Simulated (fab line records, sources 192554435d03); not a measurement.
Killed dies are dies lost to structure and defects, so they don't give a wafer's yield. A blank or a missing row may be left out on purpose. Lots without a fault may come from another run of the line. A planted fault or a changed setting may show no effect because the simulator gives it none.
fab line records | flow n5_finfet
record lots=5 wafers=13 last_day=16
route steps=1938 shown MOL_CONTACT_COAG@567 BEOL_M4@1111 PASSIVATION@1936
lots that met no fault: from a run of the same line without faults
start_h: hours from the record's first day to the start of the lot's first wafer shown | wait_h: hours since the lot's step before | " the same as in the row above | L1.1+2: a row that stands for several wafers | - no value, or no start given | * or withheld: withheld | < > ~ a bound
route shown NAME@n: a module of which the file shows steps, and the number in the route of the first | usual: mean/standard deviation of fault-free wafers | same: alike in all rows | chamber/n: place in a boat | sites: the reading at each site | _std_site: their standard deviation | _edge_site: outer sites' mean less inner sites' | radius_mm: how far each site lies from the wafer's centre | mask NAME#n: copy n | behind: the tool/chamber that last shaped the wafer | hold: why the lot was held/for how many hours/how that ended | device: the transistor (n, p or np) that didn't switch | end of line: the same wafers' tests at the end of the route | a step without rows: its recipe alone | killed: dies lost to structure and defects at the first sort, not the wafer's yield | map: a wafer's dies, x killed, . not, _ none there
set.NAME: the setting as run; set.NAME@STEP: as run at that earlier step | model.NAME: the simulator's own value behind a step, which no gauge read
lots at some steps of the route; a table a step, a row a wafer
services: from which hour (start_h, from the record's first day; less than 0 if before it) a tool's chamber was out of use, for how many hours, and why
## steps
# step N5_MOL_CONTACT_COAG_COAT_78
# recipe resist=CAR-EUV spin_rpm=1500 resist_thk_nm=40
# step N5_MOL_CONTACT_COAG_EBR_80
# recipe solvent=PGMEA ebr_width_mm=1.5
# step N5_MOL_CONTACT_COAG_SOFTBAKE_79
# recipe temp_c=110 time_s=60 resist=CAR-EUV
# step N5_MOL_CONTACT_COAG_EXPOSE_81
# recipe mask_id=VG na=0.33 source_shape=annular sigma_inner=0.3 sigma_outer=0.7 polarization=unpolarized defocus_nm=0 dose_mj=59.5
# step N5_MOL_CONTACT_COAG_PEB_82
# recipe peb_temp_c=100 peb_time_s=60 resist=CAR-EUV
# step N5_MOL_CONTACT_COAG_DEVELOP_83
# recipe develop_time_s=30 developer=TMAH resist=CAR-EUV rinse_liquid=surfactant_rinse dry=air_spin dev_temp_c=23
# step N5_MOL_CONTACT_COAG_DESCUM_88
# recipe chemistry=O2 time_s=7 source_power_w=50 bias_power_w=20 pressure_mtorr=20 rf_frequency_hz=2.712e+07 temp_c=40 resist=CAR-EUV o2_flow_sccm=225
# step N5_MOL_CONTACT_COAG_ETCH_89
# recipe chemistry=N2/H2 target=underlayer target_depth_a=130 mask_material=CAR-EUV time_s=10.4 ion_energy_ev=200 pressure_mtorr=30 source_w=840 bias_w=150 n2_flow_sccm=200 h2_flow_sccm=200 ends=cleared
# step N5_MOL_CONTACT_COAG_ETCH_90
# recipe chemistry=CF4 target=SiARC target_depth_a=130 mask_material=CAR-EUV time_s=21.7 ion_energy_ev=80 pressure_mtorr=40 source_w=545 bias_w=36 Ar_flow_sccm=100 cf4_flow_sccm=100 ends=cleared
# step N5_MOL_CONTACT_COAG_ALD_131
# recipe material=SiO2 target_thk_a=50 temp_c=100 ald_precursor_family=BDEAS ald_co_reactant=O2-plasma pulse_time_s=1 co_reactant_pulse_time_s=1 purge_time_s=2 co_reactant_purge_time_s=2 ald_cycles=35 pressure_torr=2
# usual ald_cycles=35/0 heater_power_w=79/8.5 precursor_pulse_height_rel=0.999/0.019
# columns lot.wafer tool chamber start_h wait_h ald_cycles heater_power_w precursor_pulse_height_rel model.SiO2_of_MOL_CONTACT_COAG_ALD_131.thk_nm
L725.2 ald_sin-03 0 113.51 1.2 35 83 0.983 5
L725.3 " 1 " " 35 72 0.999 5
L725.4 " 3 " " 35 79 1.014 5
L729.2 ald_sin-03 0 143.09 0.1 46 85 1.002 6.6
L729.3 " 1 " " 35 69 1.007 5
L729.5 " 0 " " 35 83 0.996 5
L730.2 ald_sin-03 2 143.72 0.1 46 85 0.971 6.6
L730.5 " 2 " " 35 83 1.012 5
L731.1 ald_sin-03 0 150.02 0.1 46 81 1.012 6.6
L731.4 " 2 " " 35 82 1.007 5
L736.3 ald_sin-01 2 187.11 0.1 35 99 1.009 5
L736.4 " 1 " " 35 92 0.983 5
L736.5 " 3 " " 35 83 0.969 5
# step N5_MOL_CONTACT_COAG_ETCHBACK_132
# recipe chemistry=CHF3 target=SiO2 target_depth_a=100 time_s=6.7 ion_energy_ev=200 pressure_mtorr=30 source_w=610 bias_w=170 Ar_flow_sccm=200 CHF3_flow_sccm=50
# step N5_MOL_CONTACT_COAG_ETCH_91
# recipe chemistry=N2/H2 target=SOC target_depth_a=600 overetch_a=210 mask_material=SiARC temp_c=40 time_s=101.2 ion_energy_ev=200 pressure_mtorr=30 source_w=840 bias_w=150 n2_flow_sccm=200 h2_flow_sccm=200
# step N5_MOL_CONTACT_COAG_STRIP_92
# recipe chemistry=N2/H2 temp_c=40 n2_flow_sccm=200 h2_flow_sccm=200 rf_frequency_hz=6e+07
# step N5_MOL_CONTACT_COAG_STRIP_93
# recipe chemistry=N2/H2 temp_c=40 n2_flow_sccm=200 h2_flow_sccm=200 rf_frequency_hz=6e+07
# step N5_MOL_CONTACT_COAG_ETCHBACK_135
# recipe chemistry=CHF3 target=SiO2 target_depth_a=250 time_s=16.7 ion_energy_ev=200 pressure_mtorr=30 source_w=610 bias_w=170 Ar_flow_sccm=200 CHF3_flow_sccm=50
# step N5_MOL_CONTACT_COAG_STRIP_118
# recipe chemistry=CHF3 resist=SiARC rf_frequency_hz=6e+07
# step N5_MOL_CONTACT_COAG_VIA_ETCH_46
# recipe chemistry=C4F6/O2 target_depth_a=460 overetch_a=92 mask_material=SOC target=SiO2 bias_w=455 pressure_mtorr=10 time_s=40 source_w=325 Ar_flow_sccm=300 C4F6_flow_sccm=10 O2_flow_sccm=10 ion_energy_ev=575.3 ends=end_point
# step N5_MOL_CONTACT_COAG_STRIP_96
# recipe chemistry=N2/H2 power_w=500 temp_c=40 pressure_mtorr=50 rf_frequency_hz=6e+07 overash_fraction=0.3 bias_power_w=28 h2_frac=0.5 n2_flow_sccm=300 h2_flow_sccm=300
# step N5_MOL_CONTACT_COAG_ETCH_47
# recipe chemistry=CH3F/O2 target=SiNx target_depth_a=270 mask_material=SiO2 stop_on=W over_etch_frac=0.2 ion_energy_ev=120 endpoint=OES-CN pressure_mtorr=30 source_w=395 bias_w=73 Ar_flow_sccm=150 CH3F_flow_sccm=30 O2_flow_sccm=20 ends=end_point
# step N5_MOL_CONTACT_COAG_STRIP_119
# recipe chemistry=N2/H2 time_s=30 power_w=1000 temp_c=250 pressure_mtorr=withheld n2_flow_sccm=1750 h2_flow_sccm=3250
# step N5_MOL_CONTACT_COAG_PRECLEAN_144
# recipe chemistry=alkaline_clean temp_c=60 time_s=60 do_ppb=50
# step N5_MOL_CONTACT_COAG_SRD_145
# recipe dry=ipa_marangoni time_s=30 temp_c=23 rinse_liquid=diw
# step N5_MOL_CONTACT_COAG_COAT_62
# recipe resist=SOC temp_c=250 time_s=60 spin_rpm=1500 resist_thk_nm=60
# step N5_MOL_CONTACT_COAG_COAT_63
# recipe resist=SiARC temp_c=220 time_s=60 spin_rpm=1500 resist_thk_nm=10
# step N5_MOL_CONTACT_COAG_COAT_64
# recipe resist=underlayer temp_c=205 time_s=60 spin_rpm=1500 resist_thk_nm=10
# step N5_MOL_CONTACT_COAG_COAT_34
# recipe resist=CAR-EUV spin_rpm=1500 resist_thk_nm=40
# step N5_MOL_CONTACT_COAG_EBR_36
# recipe solvent=PGMEA ebr_width_mm=1.5
# step N5_MOL_CONTACT_COAG_SOFTBAKE_35
# recipe temp_c=110 time_s=60 resist=CAR-EUV
# step N5_MOL_CONTACT_COAG_EXPOSE_37
# recipe mask_id=VD na=0.33 source_shape=annular sigma_inner=0.3 sigma_outer=0.7 polarization=unpolarized defocus_nm=0 dose_mj=62
# step N5_MOL_CONTACT_COAG_PEB_38
# recipe peb_temp_c=100 peb_time_s=60 resist=CAR-EUV
# step N5_MOL_CONTACT_COAG_DEVELOP_39
# recipe develop_time_s=30 developer=TMAH resist=CAR-EUV rinse_liquid=surfactant_rinse dry=air_spin dev_temp_c=23
# step N5_MOL_CONTACT_COAG_DESCUM_45
# recipe chemistry=O2 time_s=7 source_power_w=50 bias_power_w=20 pressure_mtorr=20 rf_frequency_hz=2.712e+07 temp_c=40 resist=CAR-EUV o2_flow_sccm=225
# step N5_MOL_CONTACT_COAG_ETCH_65
# recipe chemistry=N2/H2 target=underlayer target_depth_a=130 mask_material=CAR-EUV time_s=10.4 ion_energy_ev=200 pressure_mtorr=30 source_w=840 bias_w=150 n2_flow_sccm=200 h2_flow_sccm=200 ends=cleared
# step N5_MOL_CONTACT_COAG_ETCH_66
# recipe chemistry=CF4 target=SiARC target_depth_a=130 mask_material=CAR-EUV time_s=21.7 ion_energy_ev=80 pressure_mtorr=40 source_w=545 bias_w=36 Ar_flow_sccm=100 cf4_flow_sccm=100 ends=cleared
# step N5_MOL_CONTACT_COAG_ALD_133
# recipe material=SiO2 target_thk_a=50 temp_c=100 ald_precursor_family=BDEAS ald_co_reactant=O2-plasma pulse_time_s=1 co_reactant_pulse_time_s=1 purge_time_s=2 co_reactant_purge_time_s=2 ald_cycles=35 pressure_torr=2
# step N5_BEOL_M4_RC_MEAS_101
# usual DIBL_N=36.3/1.6 DIBL_P=36.5/1.6 IOFF_N=0.163/0.026 IOFF_P=0.22/0.033 ION_N=676/9.9 ION_P=464/6.5 SS_N=71.5/0.5 SS_P=73.3/0.64 VT_N=249.3/2.9 VT_P=-250/3.2
# columns lot.wafer tool chamber start_h wait_h DIBL_N[mV/V] DIBL_P[mV/V] IOFF_N[nA/um] IOFF_P[nA/um] ION_N[uA/um] ION_P[uA/um] SS_N[mV/dec] SS_P[mV/dec] VT_N[mV] VT_P[mV]
L725.2 prober-01 0 200.31 0.2 35.0 36.0 0.166 0.20 675 458 71.8 73.5 250.1 -250
L725.3 " 0 " " 34.6 35.3 0.157 0.18 672 459 72.0 73.3 249.7 -251
L725.4 " 0 " " 35.8 37.9 0.195 0.22 692 466 72.3 73.9 245.3 -250
L729.3 prober-01 0 225.18 0.6 38.8 38.8 0.200 0.31 682 468 72.0 73.7 247.6 -244
L729.5 " 0 " " 37.2 36.7 0.164 0.27 666 466 72.2 73.2 250.9 -244
L731.4 prober-02 0 235.11 0.5 37.9 36.6 0.196 0.24 684 472 72.0 73.9 244.2 -247
L730.5 prober-01 0 235.72 0.6 33.9 34.6 0.129 0.17 674 461 71.5 72.6 249.3 -252
L736.3 prober-02 0 271.06 0.3 38.8 38.6 0.221 0.25 688 465 72.2 73.3 246.4 -249
L736.4 " 0 " " 36.6 36.2 0.177 0.21 673 457 72.2 73.1 248.0 -252
L736.5 " 0 " " 37.1 36.6 0.181 0.21 685 461 71.1 73.8 247.4 -251
# step N5_PASSIVATION_PROBE_49
# usual defect_limited_yield=91.2/1.5 killed_at_M0_to_M3=32/9.6 killed_at_M4_up=13/5.3 killed_at_contacts=13/6.7 killed_at_front_end=42/11 killed_at_other=3.8/2.9 killed_dies=103/17 killed_on_rim=14/4.4 killed_open=67/13 killed_short=35/7.9 sort_bin_5_function=5.2/0.94 sort_bin_6_memory=3.3/0.64 sort_n_pass=1077/17 sort_yield_pct=91.2/1.5
# same gross_dies=1180 killed_at_back_side=0 sort_bin_4_leakage[%]=0 sort_bin_8_speed[%]=0
# columns lot.wafer tool chamber start_h wait_h defect_limited_yield[%] killed_at_M0_to_M3 killed_at_M4_up killed_at_contacts killed_at_front_end killed_at_other killed_dies killed_on_rim killed_open killed_short sort_bin_5_function[%] sort_bin_6_memory[%] sort_n_pass sort_yield_pct[%]
L729.2 prober-02 - 328.39 0.1 24.3 25 16 784 60 8 893 114 69 50 71.3 3.7 287 24.3
L731.1 prober-01 - 346.16 0.0 22.4 32 12 804 59 9 916 117 79 31 74.0 3.0 264 22.4
L730.2 prober-02 - 348.01 0.1 21.3 52 11 845 18 3 929 118 57 30 75.3 3.3 251 21.3
# killed by level:class
L729.2 MOL_CONTACT_COAG:area_ald=771 STI_FIN_REVEAL:geometric_particle:open=16 MOL_CONTACT_COAG:geometric_particle:open=10 FIN_SAQP:geometric_particle:short=9 FIN_SAQP:geometric_particle:open=9 BEOL_M0_SAQP:geometric_particle:short=9 DUMMY_GATE:geometric_particle:open=7 BEOL_M3:geometric_particle:open=5
L731.1 MOL_CONTACT_COAG:area_ald=800 STI_FIN_REVEAL:geometric_particle:open=18 FIN_SAQP:geometric_particle:short=8 FIN_SAQP:geometric_particle:open=8 BEOL_M0_SAQP:geometric_particle:short=8 BEOL_M1:geometric_particle:open=8 BEOL_M0_SAQP:geometric_particle:open=7 DUMMY_GATE:geometric_particle:open=6
L730.2 MOL_CONTACT_COAG:area_ald=841 BEOL_M1:geometric_particle:open=13 BEOL_M0_SAQP:geometric_particle:open=9 BEOL_M0_SAQP:geometric_particle:short=8 FIN_SAQP:geometric_particle:open=6 BEOL_M1:geometric_particle:short=6 BEOL_M3:geometric_particle:open=6 MOL_CONTACT_COAG:geometric_particle:open=4
# map L729.2 (x killed, . not)
_________________x.xxxx...x..________________
______________xxx.xx.xxxxx.xx.xx_____________
___________xx.x..xxxxxx.xx.x..xxxx.__________
__________.xxxx..x.xx.x.x.xx.xxxxx.x_________
________xxx.xxxxxxxx.xxxxx.xxxxx..xxxx_______
_______x.xxx.xx.xxx.xx...xx.xxxxx.x.xxx______
______xxxxxxxx.xx.x.xx.x.xx.xxxxxxxxxx.._____
_____xx.xx.x..xxxxxxx.xxxxx.xxx.x...xx.xx____
____x.xxxx.xx.x.xx.xxxxxxxxxxx.x..xxxxxxxx___
___.xxxxxxxx.xxxxxxxxxxxx.xx.xxxxx..xxxxxxx__
___xxx.xxx..xxxx.xx.xx.xxxxx.xx..xxxxxxxxxx__
__xxxxxxx.xxxxx..xx.x.xx....xxxxxxxxx.xxxxxx_
__xx.xxxx.xxx..x.xxx...xxxxxxxx.xxxxx.xxxxxx_
_.xxxxxxx.xx...xxxx.x.xx.xxxxxx.xxxx.xxx.xxxx
_xx.x.xxx.x.xxx.xx.x.xxxxxxxxxxx.xxxx.xxx.xxx
_.xx..x.x.xx.xxxxxx.x.xxxxx.xx.xx.xxxxxxxx.xx
_xxx..xx.xxxx.xxxxxxxxxxx.xxxxx.xxxx.x.xxxxxx
_xxxx.xxx.x.x.xxxxxxxxx..x.xxxx.x.xxx.xx.xx.x
_x.xxx.xxxxxxx.xxx.xx.xxxx.xxxx.xxx...xx.xxxx
_.xxxxxx.x.xxxxxxxxxx.xxx.xxx..x..xxxxx.x.xxx
_xx.xx.xxxxxx...xx...xxxxxxxxxx...xxx.xx.xxxx
__x.xxxx.xxxx..xx...xxxxxxx.xxxxxx.xxxx.x.xx_
__xxxxxxxxx.xxx..x.xxxxxxxxxx..xxxxxx.xxx.xx_
___xxxxxxxxxxxxxxxx.x.xx.xxxx.xxx..x..xxxxx__
___x.xxxxxxxxxxxxxx.xxxxxxxxxxxxxxxxxxx...x__
____xxxx.xx.xxxxx.xxxxxxx.xx.xx.xxxx.x.x..___
_____xx.xxxxxxxxxxxx.xx.xxx.xxxxxxxxxxxxx____
______xxxx.x.x.xxxxxx.xxxxx.x.xx.x..xxx._____
_______xxxxx.xx...xxxxxxx.xxx...x.xx...______
________.xxxxxx.xxxx.x.x..xxxxxxx..x.x_______
__________x.xxxxxx.xxxx.xxx.xxx.xxxx_________
___________.xxxxxxxxxx.xx..xxxxx..x__________
______________xx.xxxxxx..xxxxxxx_____________
_________________...xxxxxx.xx________________
# map L730.2 (x killed, . not)
_________________xxx..xxx..x.________________
______________.xxxx.xxx.x..xxx.._____________
___________..xxx.xx.xxxxxxxxxxxxxxx__________
__________x..xxxx.xx.xxx.xxxxxxx.xxx_________
________xxxx..xxxxx..xx.x.xxxx.xxx.xxx_______
_______x..xxxxxxxxxxxxxxxxxxxx.xxx.x.x.______
______.x.x.xx.x.xx.xxxxxxx.xxxx.x.xxx.x._____
_____x.x.xxxxx.xxxxxxx.xxxxxxxxxxxxxx.xx.____
____xxxx.xx..xxxxxxxxx.xxxxx..x.xx.x....xx___
___xxxxxxxx.xxx.x..xxxxxxxxxxxxxxxxxxxxx.xx__
___xx.xx.xx.xxxxx.xx.xx.xx.xxxx.xx..xxxxxxx__
__xx.x..xx....xxx.xx.xxxxxx.x.xxxxxxxxxx.xx._
__xxxxxx.xx..xxxxxxxx.xxx.xxxxxxxxxxxxx.xxxx_
_xxx..xx.xxx.xxx.xxxxxxxxx....x..x.x.xxxxxxxx
_..xxx.xxxxxx..xxxxx.xxx.x.xxxxxxx.xxxx....xx
_xxxxxxxxxxx.x.xxxxxxxx.xxxxxx.xxx..xx.xxxxxx
_xxxxx.xxxx.xxxxxxxxxxx.xxxxxx.x.xx.xxxxx.xxx
_xxxxx.x..xx.x.xxxxxxxx.xxx...x.xxxxxxx.xxx.x
_xxx.xxxxxxx.x.xxxxxxxxxxxxxxxxxxxx.xx.xxxxxx
_xxxxxx..xxxx.xxxxx.xxxx.xxxxx.xxxxxxxxxxxx.x
_x.xxxxxxx.x..xxxxxxx.xxxxxxxxx.xx...xxxxxxxx
__x..xxxxxx..xxxxxx.xx.xxx..xxxxx.xxxxxxxx.x_
__xxx.x..xxxxxxxxxxxxxxxx..xxx.xxxxxxx.xxxx._
___xxxxx.xxxxx.xxxx.xxxxxx.x..xxxx.xxx.xxxx__
___.xxxxxxxxx.xxxxxxxxxx.xxxxxxxxxxx.xxxxxx__
____xx.x.xxxxxxxxxxxxxx.xxxxxxxx.xxxxxxxx.___
_____xxxxx.xxxx.xxxxxxxxxxx.x.xxxx.xxxxxx____
______xxxxx.xx.xx.xxxxxxxx.xxxx.xxxxxx.x_____
_______xxx.xxxx.xxxxxxxxxxxx.xxx..xxxxx______
________xxx.xxx..x.xxxx.xx.xxx.xxxxxx._______
__________.xx.xxx.xxxx.xx.xxxx.xxx.x_________
___________.x.x...xx.xxxxxx.xxxxxx.__________
______________xx.xxxx.xxxxxxxxxx_____________
_________________xxxxxxx..xx.________________
## services
# columns tool chamber start_h hours kind
ald_sin-01 - 90.82 6.5 repair
ald_sin-01 0 99.25 - clean
ald_sin-01 1 99.25 - clean
ald_sin-01 2 99.25 - clean
ald_sin-01 3 99.25 - clean
## key
first_sign step=N5_MOL_CONTACT_COAG_ALD_131 reading=ald_cycles direction=up sigmas=99+ usual=* struck=*
effect step=N5_PASSIVATION_PROBE_49 reading=killed_at_contacts direction=up sigmas=99+ usual=13 struck=811
model_effect step=N5_MOL_CONTACT_COAG_ALD_131 value=SiO2_of_MOL_CONTACT_COAG_ALD_131.thk_nm without=5 struck=6.6
more_kills_born_at N5_MOL_CONTACT_COAG_ALD_131@ald_sin-03=2412
met_at N5_MOL_CONTACT_COAG_ALD_131
struck_wafers L729.2,L730.2,L731.1
later_rows_left_out L729.2,L730.2,L731.1
onset_between 113.51 143.09
fault kind=process_parameter_drift tool=ald_sin-03 chamber=- onset_h=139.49 steps=N5_MOL_CONTACT_COAG_ALD_131 channel=ald_cycles offset=* shape=step end_h=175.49 scope=struck_wafers_only acts_in=* stated=*
# later_rows_left_out: the simulator's readings of these wafers behind a module that went badly wrong aren't trusted and aren't shown, but for the sort
